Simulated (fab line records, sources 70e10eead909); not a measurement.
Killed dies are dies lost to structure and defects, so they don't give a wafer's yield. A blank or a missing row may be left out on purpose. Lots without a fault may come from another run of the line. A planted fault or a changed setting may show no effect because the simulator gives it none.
A struck lot beside a sound one | flow nand_harc | 15 steps out of a route of 1302
Sound: wafers L411.2, L411.3, L411.5. Struck: wafer L414.3. (L414.4 of the same lot was not struck and is left out.) The cause comes at the end.
At each step with rows: each side's tool, then ch and its chambers, then its first start. Under that, the readings that differ: sound wafers | struck wafers | difference of the means | sigmas: that difference in standard deviations of wafers without a fault.
alike: readings whose means differ by less than 2 such deviations, and words and numbers that are the same on both sides. not compared: withheld readings, readings that some wafer has no value for, bounds like >300 that may hide the same value, and numbers for which the record gives no deviation and whose values overlap.
The two part at a step that has a row with sigmas, a row that says differs or no value, or rows on one side only. Numbers that don't overlap but have no deviation are shown without sigmas and don't part them. A reading that every wafer of one side lacks parts them only if that side has two wafers or more.

first, 1 step without rows for these wafers: NHARC_A_DECK1_JOINT_SRD_15.
NHARC_A_DECK1_JOINT_DEP_16: deposits SiO2, target thk 45 nm.
  sound on pecvd-04 ch 1,2, day 14 07:11; struck on pecvd-03 ch 1, day 15 19:48
  alike: heater_power_w, throttle_valve_pct
NHARC_A_DECK1_JOINT_THK_MEAS_17: measures by ellipsometry.
  sound on film_metro-01, day 14 07:28; struck on film_metro-02, day 15 20:05
  alike: thk_nm
NHARC_A_DECK1_JOINT_INSPECT_05:
  sound on defect_inspect-02, day 14 07:31; struck on defect_inspect-01, day 15 20:07
  alike: raw_defect_count
then, 1 step without rows for these wafers: NHARC_A_ONON_D2_DEP_00 (target thk 1000 nm).
NHARC_A_ONON_D2_THK_MEAS_02: measures by ellipsometry.
  sound on film_metro-02, day 14 08:05; struck on film_metro-01, day 15 20:41
  reading     | sound       | struck | difference | sigmas
  thk_nm (nm) | 990 986 987 | 1020   | +32        | +2
then, 1 step without rows for these wafers: NHARC_A_ONON_D2_DEP_03 (target thk 1000 nm).
NHARC_A_ONON_D2_THK_MEAS_05: measures by ellipsometry.
  sound on film_metro-01, day 14 08:38; struck on film_metro-01, day 15 21:16
  alike: thk_nm
then, 1 step without rows for these wafers: NHARC_A_ONON_D2_DEP_06 (target thk 1000 nm).
NHARC_A_ONON_D2_THK_MEAS_08: measures by ellipsometry.
  sound on film_metro-01, day 14 09:20; struck on film_metro-02, day 15 21:49
  alike: thk_nm
then, 1 step without rows for these wafers: NHARC_A_ONON_D2_DEP_09 (target thk 1000 nm).
NHARC_A_ONON_D2_THK_MEAS_11: measures by ellipsometry.
  sound on film_metro-02, day 14 10:02; struck on film_metro-01, day 15 22:23
  reading     | sound       | struck | difference | sigmas
  thk_nm (nm) | 995 994 993 | 1014   | +20        | +2
NHARC_A_ONON_D2_DEP_12: target thk 1000 nm.
  sound on pecvd_onon-02 ch 0, day 14 10:17; struck on pecvd_onon-02 ch 0, day 15 22:34
  alike: nh3_flow_sccm
NHARC_A_ONON_D2_THK_MEAS_14: measures by ellipsometry.
  sound on film_metro-02, day 14 10:45; struck on film_metro-01, day 15 22:57
  reading     | sound          | struck | difference | sigmas
  thk_nm (nm) | 1010 1010 1008 | 633    | -376       | -44
then, 1 step without rows for these wafers: NHARC_A_ONON_D2_ANNEAL_15 (time 3600 s).

WHERE THEY PART
First at NHARC_A_ONON_D2_THK_MEAS_02; last, within this record, at NHARC_A_ONON_D2_THK_MEAS_14.

WHY: what the simulator had put in
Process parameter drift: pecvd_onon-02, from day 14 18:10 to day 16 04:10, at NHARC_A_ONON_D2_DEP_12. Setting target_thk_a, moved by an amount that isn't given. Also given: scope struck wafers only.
